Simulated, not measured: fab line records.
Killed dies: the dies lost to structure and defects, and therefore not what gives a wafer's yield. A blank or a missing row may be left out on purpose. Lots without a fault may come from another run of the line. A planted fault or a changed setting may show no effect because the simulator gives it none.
fab line records + flow n5_finfet
[record]
- lots = 5
- wafers = 15
- last_day = 17
route steps=1938 shown BEOL_M4@1037
lots with no fault: from the same line, run without faults
start_h: start of the lot's first displayed wafer, in hours after the record's first day + wait_h: hours elapsed since this lot's preceding step + " as in the row above + L1.1+2: several wafers, shown together as one row + - no value present, or no start provided + * or withheld: withheld + < > ~ a bound
route shown NAME@n: names a module that has steps shown in the file, with the first one's number in the route + usual: the fault-free wafers' mean and standard deviation + same: alike in all rows + chamber/n: place in a boat + sites: the reading at each site + _std_site: the values' standard deviation + _edge_site: outer sites' mean less inner sites' + radius_mm: for every site, how far away it sits from the centre of the wafer + mask NAME#n: copy n + behind: the most recent tool/chamber to have shaped the wafer + hold: cause of the lot's hold/its duration in hours/its outcome + device: transistor that didn't switch, given as n, p or np + end of line: the tests these same wafers got at the end of their route + for a step that has no rows: nothing shown but its recipe + killed: dies that structure and defects cost at the first sort, which is not the same as the wafer's yield + map: shows each die of a wafer: x if killed, . if not, _ if none is there
set.NAME: setting as actually run; set.NAME@STEP: the setting as run at that earlier step + model.NAME: the simulator's own value behind a step, which no gauge read
a table for each step, a row for each wafer; lots at some steps of the route
services: the hour from which a tool's chamber was out of use, counted from the record's first day as start_h (under 0 if before that day), plus the number of hours and why
[[steps]]
[step N5_BEOL_M4_DESCUM_16]
[recipe]
- chemistry = O2
- time_s = 7
- source_power_w = 50
- bias_power_w = 20
- pressure_mtorr = 20
- rf_frequency_hz = 2.712e+07
- temp_c = 40
- resist = CAR-EUV
- o2_flow_sccm = 225
[step N5_BEOL_M4_ETCH_74]
[recipe]
- chemistry = N2/H2
- target = underlayer
- target_depth_a = 65
- mask_material = CAR-EUV
- time_s = 5.2
- ion_energy_ev = 200
- pressure_mtorr = 30
- source_w = 840
- bias_w = 150
- n2_flow_sccm = 200
- h2_flow_sccm = 200
- ends = cleared
[step N5_BEOL_M4_ETCH_63]
[recipe]
- chemistry = CF4
- target = SiARC
- target_depth_a = 156
- mask_material = CAR-EUV
- time_s = 26
- ion_energy_ev = 80
- pressure_mtorr = 40
- source_w = 545
- bias_w = 36
- Ar_flow_sccm = 100
- cf4_flow_sccm = 100
- ends = cleared
[step N5_BEOL_M4_ETCH_64]
[recipe]
- chemistry = N2/H2
- target = SOC
- target_depth_a = 750
- overetch_a = 225
- mask_material = SiARC
- temp_c = 40
- time_s = 121.9
- ion_energy_ev = 200
- pressure_mtorr = 30
- source_w = 840
- bias_w = 150
- n2_flow_sccm = 200
- h2_flow_sccm = 200
[step N5_BEOL_M4_STRIP_65]
[recipe]
- chemistry = N2/H2
- temp_c = 40
- n2_flow_sccm = 200
- h2_flow_sccm = 200
- rf_frequency_hz = 6e+07
[step N5_BEOL_M4_STRIP_75]
[recipe]
- chemistry = N2/H2
- temp_c = 40
- n2_flow_sccm = 200
- h2_flow_sccm = 200
- rf_frequency_hz = 6e+07
[step N5_BEOL_M4_STRIP_66]
[recipe]
- chemistry = CF4
- resist = SiARC
- power_w = 300
- bias_power_w = 75
- pressure_mtorr = 50
- cf4_flow_sccm = 150
- rf_frequency_hz = 6e+07
[step N5_BEOL_M4_HM_OPEN_17]
[recipe]
- chemistry = Cl2/BCl3
- target_depth_a = 200
- overetch_a = 60
- target = TiN
- mask_material = SOC
- ion_energy_ev = 150
- pressure_mtorr = 10
- icp_w = 1000
- bias_w = 126
- Cl2_flow_sccm = 53.25
- bcl3_flow_sccm = 21.75
- Ar_flow_sccm = 25
[step N5_BEOL_M4_STRIP_19]
[recipe]
- chemistry = O2
- power_w = 400
- temp_c = 40
- pressure_mtorr = 30
- rf_frequency_hz = 6e+07
- bias_power_w = 0
- overash_fraction = 0.2
- o2_flow_sccm = 225
[step N5_BEOL_M4_COAT_67]
[recipe]
- resist = SOC
- temp_c = 250
- time_s = 60
- spin_rpm = 1500
- resist_thk_nm = 60
[step N5_BEOL_M4_COAT_68]
[recipe]
- resist = SiARC
- temp_c = 220
- time_s = 60
- spin_rpm = 1500
- resist_thk_nm = 12
[usual]
- spin_speed_rpm = 1499.8/0.96
| lot.wafer | tool           | chamber | start_h | wait_h | spin_speed_rpm | model.SiARC_of_BEOL_M4_COAT_68.thk_nm |
|-----------|----------------|---------|---------|--------|----------------|---------------------------------------|
| L246.3    | litho_track-01 | 0       | 177.22  | -      | 1502.0         | 12                                    |
| L246.4    | "              | 0       | "       | "      | 1502.3         | 12                                    |
| L246.5    | "              | 0       | "       | "      | 1500.7         | 12                                    |
| L257.1    | litho_track-01 | 0       | 239.42  | -      | 1658.1         | 11.4                                  |
| L257.5    | "              | 0       | "       | "      | 1658.6         | 11.4                                  |
| L257.6    | "              | 0       | "       | "      | 1657.2         | 11.4                                  |
| L256.2    | litho_track-01 | 0       | 246.94  | -      | 1658.1         | 11.4                                  |
| L256.4    | "              | 0       | "       | "      | 1657.4         | 11.4                                  |
| L256.6    | "              | 0       | "       | "      | 1657.1         | 11.4                                  |
| L259.2    | litho_track-01 | 0       | 251.72  | -      | 1656.0         | 11.4                                  |
| L259.5    | "              | 0       | "       | "      | 1656.8         | 11.4                                  |
| L259.6    | "              | 0       | "       | "      | 1654.6         | 11.4                                  |
| L266.1    | litho_track-04 | 0       | 293.39  | -      | 1500.2         | 12                                    |
| L266.4    | "              | 0       | "       | "      | 1500.9         | 12                                    |
| L266.6    | "              | 0       | "       | "      | 1499.4         | 12                                    |
[step N5_BEOL_M4_COAT_76]
[recipe]
- resist = underlayer
- temp_c = 205
- time_s = 60
- spin_rpm = 1500
- resist_thk_nm = 5
[step N5_BEOL_M4_COAT_22]
[recipe]
- resist = CAR-EUV
- spin_rpm = 1500
- resist_thk_nm = 30
[step N5_BEOL_M4_EBR_24]
[recipe]
- solvent = PGMEA
- ebr_width_mm = 1.5
[step N5_BEOL_M4_SOFTBAKE_23]
[recipe]
- temp_c = 110
- time_s = 60
- resist = CAR-EUV
[step N5_BEOL_M4_EXPOSE_25]
[recipe]
- mask_id = V3
- na = 0.33
- source_shape = quasar
- sigma_inner = 0.2
- sigma_outer = 0.8
- polarization = unpolarized
- defocus_nm = 5
- dose_mj = 63
[step N5_BEOL_M4_PEB_26]
[recipe]
- peb_temp_c = 100
- peb_time_s = 60
- resist = CAR-EUV
[step N5_BEOL_M4_DEVELOP_27]
[recipe]
- develop_time_s = 30
- developer = TMAH
- resist = CAR-EUV
- rinse_liquid = surfactant_rinse
- dry = air_spin
- dev_temp_c = 23
[step N5_BEOL_M4_DESCUM_33]
[recipe]
- chemistry = O2
- time_s = 7
- source_power_w = 50
- bias_power_w = 20
- pressure_mtorr = 20
- rf_frequency_hz = 2.712e+07
- temp_c = 40
- resist = CAR-EUV
- o2_flow_sccm = 225
[step N5_BEOL_M4_ETCH_77]
[recipe]
- chemistry = N2/H2
- target = underlayer
- target_depth_a = 65
- mask_material = CAR-EUV
- time_s = 5.2
- ion_energy_ev = 200
- pressure_mtorr = 30
- source_w = 840
- bias_w = 150
- n2_flow_sccm = 200
- h2_flow_sccm = 200
- ends = cleared
[step N5_BEOL_M4_ETCH_69]
[recipe]
- chemistry = CF4
- target = SiARC
- target_depth_a = 156
- mask_material = CAR-EUV
- time_s = 26
- ion_energy_ev = 80
- pressure_mtorr = 40
- source_w = 545
- bias_w = 36
- Ar_flow_sccm = 100
- cf4_flow_sccm = 100
- ends = cleared
[usual]
- drypump_motor_current_A = 5.7/0.43
- etch_rf_on_time_s = 26.3/0.53
- oes_product_au = 0.66/0.079
- rf_vpp_V = 184.7/0.97
- showerhead_plenum_p_Torr = 2.19/0.042
- throttle_valve_pct = 15.56/0.16
| lot.wafer | tool        | chamber | start_h | wait_h | drypump_motor_current_A | etch_rf_on_time_s | oes_product_au | rf_hours_counter_h | rf_vpp_V | showerhead_plenum_p_Torr | throttle_valve_pct | model.etch.depth_nm | model.CAR-EUV_of_BEOL_M4_COAT_22.thk_nm |
|-----------|-------------|---------|---------|--------|-------------------------|-------------------|----------------|--------------------|----------|--------------------------|--------------------|---------------------|-----------------------------------------|
| L246.3    | rie_diel-05 | 0       | 177.67  | 0.0    | 6.5                     | 26.4              | 0.61           | 200                | 186.3    | 2.20                     | 15.41              | 11.98               | 11.2                                    |
| L246.4    | "           | 2       | "       | "      | 5.9                     | 26.3              | 0.60           | 243                | 185.4    | 2.20                     | 15.93              | 12.02               | 11                                      |
| L246.5    | "           | 3       | "       | "      | 5.7                     | 26.7              | 0.57           | -                  | 182.4    | 2.11                     | 15.98              | 11.98               | 11                                      |
| L257.1    | rie_diel-05 | 3       | 239.87  | 0.0    | 5.7                     | 24.4              | 0.83           | 2                  | 185.1    | 2.10                     | 15.48              | 11.4                | 11.6                                    |
| L257.5    | "           | 3       | "       | "      | 5.6                     | 24.3              | 0.84           | -                  | 182.4    | 2.10                     | 15.49              | 11.41               | 11.6                                    |
| L257.6    | "           | 0       | "       | "      | 6.4                     | 25.3              | 0.59           | -                  | 186.4    | 2.20                     | 15.44              | 11.39               | 11.6                                    |
| L256.2    | rie_diel-03 | 2       | 247.59  | 0.0    | 5.3                     | 24.8              | 0.57           | 247                | 183.0    | 2.20                     | 15.54              | 11.42               | 11.4                                    |
| L256.4    | "           | 3       | "       | "      | 5.3                     | 26.0              | 0.57           | 221                | 184.2    | 2.19                     | 15.65              | 11.42               | 11.4                                    |
| L256.6    | "           | 0       | "       | "      | 5.9                     | 25.6              | 0.72           | -                  | 186.2    | 2.26                     | 15.52              | 11.42               | 11.6                                    |
| L259.2    | rie_diel-05 | 2       | 252.49  | 0.0    | 5.9                     | 24.1              | 0.80           | 15                 | 183.7    | 2.19                     | 15.47              | 11.42               | 11.4                                    |
| L259.5    | "           | 3       | "       | "      | 5.7                     | 24.2              | 0.83           | -                  | 184.8    | 2.10                     | 15.48              | 11.39               | 11.4                                    |
| L259.6    | "           | 0       | "       | "      | 6.5                     | 24.9              | 0.59           | -                  | 186.7    | 2.19                     | 15.46              | 11.42               | 11.6                                    |
| L266.1    | rie_diel-05 | 3       | 293.99  | 0.0    | 5.7                     | 26.0              | 0.77           | 24                 | 185.1    | 2.10                     | 15.53              | 12.05               | 11.2                                    |
| L266.4    | "           | 2       | "       | "      | 6.0                     | 26.0              | 0.76           | -                  | 184.7    | 2.18                     | 15.49              | 12.04               | 11                                      |
| L266.6    | "           | 3       | "       | "      | 5.7                     | 25.8              | 0.77           | -                  | 183.5    | 2.10                     | 15.55              | 12                  | 11.2                                    |
[step N5_BEOL_M4_ALD_98]
[recipe]
- material = SiO2
- target_thk_a = 25
- temp_c = 100
- ald_precursor_family = BDEAS
- ald_co_reactant = O2-plasma
- pulse_time_s = 1
- co_reactant_pulse_time_s = 1
- purge_time_s = 2
- co_reactant_purge_time_s = 2
- ald_cycles = 17
- pressure_torr = 2
[step N5_BEOL_M4_ETCHBACK_99]
[recipe]
- chemistry = CHF3
- target = SiO2
- target_depth_a = 50
- time_s = 10.4
- source_w = 215
- bias_w = 47
- Ar_flow_sccm = 200
- CHF3_flow_sccm = 12
- ion_energy_ev = 100
- pressure_mtorr = 30
[usual]
- drypump_motor_current_A = 5.8/0.47
- oes_product_au = 0.78/0.092
- rf_vpp_V = 241/3.3
- showerhead_plenum_p_Torr = 2.20/0.044
- throttle_valve_pct = 17.02/0.17
| lot.wafer | tool        | chamber | start_h | wait_h | drypump_motor_current_A | oes_product_au | rf_hours_counter_h | rf_vpp_V | showerhead_plenum_p_Torr | throttle_valve_pct | model.CAR-EUV_of_BEOL_M4_COAT_22.thk_nm |
|-----------|-------------|---------|---------|--------|-------------------------|----------------|--------------------|----------|--------------------------|--------------------|-----------------------------------------|
| L246.3    | rie_diel-05 | 2       | 181.08  | 3.1    | 5.9                     | 0.69           | 244                | 241      | 2.20                     | 17.29              | 10.4                                    |
| L246.4    | "           | 1       | "       | "      | 5.1                     | 0.77           | 140                | 234      | 2.13                     | 16.61              | 10.4                                    |
| L246.5    | "           | 0       | "       | "      | 6.4                     | 0.71           | -                  | 241      | 2.23                     | 16.90              | 10.4                                    |
| L257.1    | rie_diel-03 | 1       | 241.56  | 1.3    | 5.3                     | 0.83           | 60                 | 241      | 2.20                     | 17.09              | 10.8                                    |
| L257.5    | "           | 2       | "       | "      | 5.3                     | 0.67           | -                  | 244      | 2.23                     | 17.08              | 10.8                                    |
| L257.6    | "           | 1       | "       | "      | 5.4                     | 0.83           | -                  | 239      | 2.20                     | 17.10              | 11                                      |
| L256.2    | rie_diel-03 | 3       | 248.60  | 0.9    | 5.3                     | 0.67           | 221                | 240      | 2.21                     | 17.14              | 10.8                                    |
| L256.4    | "           | 1       | "       | "      | 5.3                     | 0.83           | 62                 | 240      | 2.20                     | 17.11              | 10.8                                    |
| L256.6    | "           | 2       | "       | "      | 5.3                     | 0.67           | -                  | 244      | 2.23                     | 17.07              | 10.8                                    |
| L259.2    | rie_diel-05 | 2       | 253.05  | 0.1    | 5.9                     | 0.91           | 15                 | 241      | 2.19                     | 16.88              | 10.8                                    |
| L259.5    | "           | 0       | "       | "      | 6.4                     | 0.70           | -                  | 241      | 2.22                     | 16.93              | 10.8                                    |
| L259.6    | "           | 1       | "       | "      | 5.1                     | 0.74           | -                  | 233      | 2.12                     | 16.65              | 10.8                                    |
| L266.1    | rie_diel-01 | 0       | 295.24  | 0.7    | 6.4                     | 0.70           | 232                | 241      | 2.23                     | 17.14              | 10.4                                    |
| L266.4    | "           | 2       | "       | "      | 5.2                     | 0.86           | -                  | 240      | 2.19                     | 17.19              | 10.4                                    |
| L266.6    | "           | 1       | "       | "      | 5.7                     | 0.73           | -                  | 237      | 2.23                     | 17.02              | 10.4                                    |
[step N5_BEOL_M4_ETCH_70]
[recipe]
- chemistry = N2/H2
- target = SOC
- target_depth_a = 800
- overetch_a = 240
- mask_material = SiARC
- temp_c = 40
- time_s = 130
- ion_energy_ev = 200
- pressure_mtorr = 30
- source_w = 840
- bias_w = 150
- n2_flow_sccm = 200
- h2_flow_sccm = 200
[usual]
- drypump_motor_current_A = 5.8/0.47
- oes_product_au = 0.57/0.066
- rf_vpp_V = 525.5/1.6
- showerhead_plenum_p_Torr = 2.60/0.052
- temp_c = 39.99/0.11
- throttle_valve_pct = 17.77/0.18
| lot.wafer | tool        | chamber | start_h | wait_h | drypump_motor_current_A | oes_product_au | rf_hours_counter_h | rf_vpp_V | showerhead_plenum_p_Torr | temp_c | throttle_valve_pct | model.SiARC_of_BEOL_M4_COAT_68.thk_nm |
|-----------|-------------|---------|---------|--------|-------------------------|----------------|--------------------|----------|--------------------------|--------|--------------------|---------------------------------------|
| L246.3    | rie_diel-05 | 2       | 181.12  | 0.0    | 5.9                     | 0.52           | 244                | 525.4    | 2.61                     | 39.93  | 18.09              | 6                                     |
| L246.4    | "           | 1       | "       | "      | 5.1                     | 0.57           | 140                | 525.2    | 2.53                     | 39.91  | 17.45              | 6                                     |
| L246.5    | "           | 0       | "       | "      | 6.4                     | 0.53           | -                  | 525.7    | 2.62                     | 40.30  | 17.63              | 6                                     |
| L257.1    | rie_diel-03 | 1       | 241.60  | 0.0    | 5.3                     | 0.62           | 60                 | 524.9    | 2.57                     | 40.07  | 17.68              | 5.4                                   |
| L257.5    | "           | 2       | "       | "      | 5.3                     | 0.50           | -                  | 525.1    | 2.63                     | 40.16  | 17.82              | 5.2                                   |
| L257.6    | "           | 1       | "       | "      | 5.4                     | 0.62           | -                  | 526.0    | 2.57                     | 40.00  | 17.67              | 5.4                                   |
| L256.2    | rie_diel-03 | 3       | 248.64  | 0.0    | 5.2                     | 0.51           | 221                | 524.1    | 2.63                     | 40.27  | 17.98              | 5.6                                   |
| L256.4    | "           | 1       | "       | "      | 5.3                     | 0.62           | 62                 | 526.5    | 2.57                     | 39.98  | 17.68              | 5.4                                   |
| L256.6    | "           | 2       | "       | "      | 5.3                     | 0.49           | -                  | 525.0    | 2.62                     | 40.00  | 17.82              | 5.2                                   |
| L259.2    | rie_diel-05 | 2       | 253.09  | 0.0    | 5.9                     | 0.67           | 15                 | 525.7    | 2.60                     | 40.05  | 17.70              | 5.2                                   |
| L259.5    | "           | 0       | "       | "      | 6.4                     | 0.52           | -                  | 525.3    | 2.61                     | 39.85  | 17.67              | 5.4                                   |
| L259.6    | "           | 1       | "       | "      | 5.1                     | 0.54           | -                  | 523.4    | 2.52                     | 39.88  | 17.49              | 5.4                                   |
| L266.1    | rie_diel-01 | 0       | 295.28  | 0.0    | 6.3                     | 0.51           | 232                | 525.7    | 2.60                     | 40.08  | 17.76              | 6                                     |
| L266.4    | "           | 2       | "       | "      | 5.2                     | 0.64           | -                  | 524.6    | 2.57                     | 40.00  | 17.81              | 6                                     |
| L266.6    | "           | 1       | "       | "      | 5.7                     | 0.54           | -                  | 527.4    | 2.67                     | 39.93  | 17.94              | 5.8                                   |
[step N5_BEOL_M4_STRIP_71]
[recipe]
- chemistry = N2/H2
- temp_c = 40
- n2_flow_sccm = 200
- h2_flow_sccm = 200
- rf_frequency_hz = 6e+07
[step N5_BEOL_M4_RC_MEAS_101]
[usual]
- DIBL_N = 37.0/1.7
- DIBL_P = 36.7/2
- IOFF_N = 0.17/0.035
- IOFF_P = 0.22/0.035
- ION_N = 672/12
- ION_P = 461/7.5
- SS_N = 71.6/0.67
- SS_P = 73.4/0.64
- VT_N = 250/3.5
- VT_P = -250/3.5
| lot.wafer | tool      | chamber | start_h | wait_h | DIBL_N[mV/V] | DIBL_P[mV/V] | IOFF_N[nA/um] | IOFF_P[nA/um] | ION_N[uA/um] | ION_P[uA/um] | SS_N[mV/dec] | SS_P[mV/dec] | VT_N[mV] | VT_P[mV] |
|-----------|-----------|---------|---------|--------|--------------|--------------|---------------|---------------|--------------|--------------|--------------|--------------|----------|----------|
| L246.3    | prober-02 | 0       | 187.62  | 0.3    | 37.1         | 37.4         | 0.18          | 0.26          | 689          | 474          | 70.9         | 73.6         | 247      | -248     |
| L246.4    | "         | 0       | "       | "      | 34.3         | 33.4         | 0.13          | 0.19          | 655          | 455          | 71.2         | 72.7         | 250      | -252     |
| L246.5    | "         | 0       | "       | "      | 36.9         | 37.0         | 0.18          | 0.26          | 674          | 463          | 72.4         | 74.1         | 247      | -245     |
| L257.1    | prober-02 | 0       | 247.50  | 0.0    | 36.1         | 37.4         | 0.15          | 0.22          | 665          | 455          | 71.6         | 74.4         | 250      | -248     |
| L257.5    | "         | 0       | "       | "      | 33.6         | 34.1         | 0.11          | 0.17          | 648          | 457          | 70.6         | 72.9         | 255      | -254     |
| L257.6    | "         | 0       | "       | "      | 37.5         | 38.2         | 0.17          | 0.25          | 670          | 458          | 71.2         | 73.5         | 250      | -247     |
| L256.2    | prober-01 | 0       | 253.25  | 0.2    | 34.9         | 33.9         | 0.12          | 0.17          | 665          | 459          | 71.4         | 73.0         | 254      | -256     |
| L256.4    | "         | 0       | "       | "      | 35.9         | 34.7         | 0.14          | 0.18          | 658          | 450          | 71.4         | 72.9         | 252      | -253     |
| L256.6    | "         | 0       | "       | "      | 34.6         | 33.4         | 0.12          | 0.16          | 652          | 447          | 70.9         | 73.1         | 254      | -257     |
| L259.2    | prober-02 | 0       | 257.23  | 0.2    | 37.1         | 36.5         | 0.17          | 0.24          | 676          | 465          | 70.7         | 73.2         | 246      | -247     |
| L259.5    | "         | 0       | "       | "      | 38.5         | 38.9         | 0.21          | 0.29          | 701          | 484          | 71.9         | 73.8         | 244      | -244     |
| L259.6    | "         | 0       | "       | "      | 37.8         | 37.8         | 0.18          | 0.24          | 676          | 464          | 71.9         | 73.3         | 248      | -245     |
| L266.1    | prober-02 | 0       | 299.94  | 0.0    | 37.6         | 36.3         | 0.16          | 0.20          | 678          | 465          | 72.5         | 72.6         | 248      | -252     |
| L266.4    | "         | 0       | "       | "      | 38.8         | 36.8         | 0.18          | 0.22          | 685          | 471          | 72.0         | 73.4         | 249      | -248     |
| L266.6    | "         | 0       | "       | "      | 36.0         | 34.2         | 0.14          | 0.18          | 677          | 461          | 70.9         | 72.0         | 251      | -251     |
[[services]]
| tool           | chamber | start_h | hours | kind                          |
|----------------|---------|---------|-------|-------------------------------|
| rie_diel-01    | 2       | 153.55  | -     | clean                         |
| rie_diel-01    | 2       | 153.55  | -     | consumable_replace:esc        |
| rie_diel-01    | 2       | 153.55  | -     | consumable_replace:focus_ring |
| rie_diel-01    | 2       | 153.55  | 23.5  | scheduled_down                |
| rie_diel-01    | 2       | 153.55  | 23.5  | vent_cycle                    |
| rie_diel-05    | -       | 156.32  | 4.3   | pm                            |
| rie_diel-01    | 1       | 182.08  | 1.6   | repair                        |
| rie_diel-05    | 2       | 202.05  | -     | clean                         |
| rie_diel-05    | 2       | 202.05  | -     | consumable_replace:focus_ring |
| rie_diel-05    | 2       | 202.05  | 14.4  | scheduled_down                |
| rie_diel-05    | 2       | 202.05  | 14.4  | vent_cycle                    |
| rie_diel-05    | 3       | 216.48  | -     | clean                         |
| rie_diel-05    | 3       | 216.48  | -     | consumable_replace:focus_ring |
| rie_diel-05    | 3       | 216.48  | 20.3  | scheduled_down                |
| rie_diel-05    | 3       | 216.48  | 20.3  | vent_cycle                    |
| rie_diel-05    | -       | 228.13  | 0.4   | repair                        |
| rie_diel-01    | 3       | 235.05  | 61.9  | repair                        |
| litho_track-04 | -       | 245.20  | -     | consumable_replace:filter     |
| rie_diel-03    | 2       | 254.30  | -     | clean                         |
| rie_diel-03    | 2       | 254.30  | -     | consumable_replace:focus_ring |
| rie_diel-05    | 2       | 271.67  | 4.7   | repair                        |
| rie_diel-01    | 0       | 275.58  | 5.2   | repair                        |
| rie_diel-05    | 1       | 291.08  | 6.5   | repair                        |
[[key]]
[first_sign]
- step = N5_BEOL_M4_COAT_68
- reading = spin_speed_rpm
- direction = up
- sigmas = 99+
- usual = *
- struck = *
[effect]
- step = N5_BEOL_M4_ETCH_69
- reading = etch_rf_on_time_s
- direction = down
- sigmas = 2.7
- usual = *
- struck = *
[model_effect]
- step = N5_BEOL_M4_COAT_68
- value = SiARC_of_BEOL_M4_COAT_68.thk_nm
- without = 12
- struck = 11.4
[model_effect]
- step = N5_BEOL_M4_ETCH_69
- value = etch.depth_nm
- without = 12
- struck = 11.41
[model_effect]
- step = N5_BEOL_M4_ETCHBACK_99
- value = CAR-EUV_of_BEOL_M4_COAT_22.thk_nm
- without = 10.33
- struck = 10.82
[model_effect]
- step = N5_BEOL_M4_ETCH_70
- value = SiARC_of_BEOL_M4_COAT_68.thk_nm
- without = 5.956
- struck = 5.356
met_at N5_BEOL_M4_COAT_68
struck_wafers L256.2,L256.4,L256.6,L257.1,L257.5,L257.6,L259.2,L259.5,L259.6
onset_between 177.22 239.42
[fault]
- kind = process_parameter_drift
- tool = litho_track-01
- chamber = -
- onset_h = 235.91
- steps = N5_BEOL_M4_COAT_68
- channel = spin_rpm
- offset = *
- shape = step
- end_h = 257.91
- acts_in = *
- stated = *
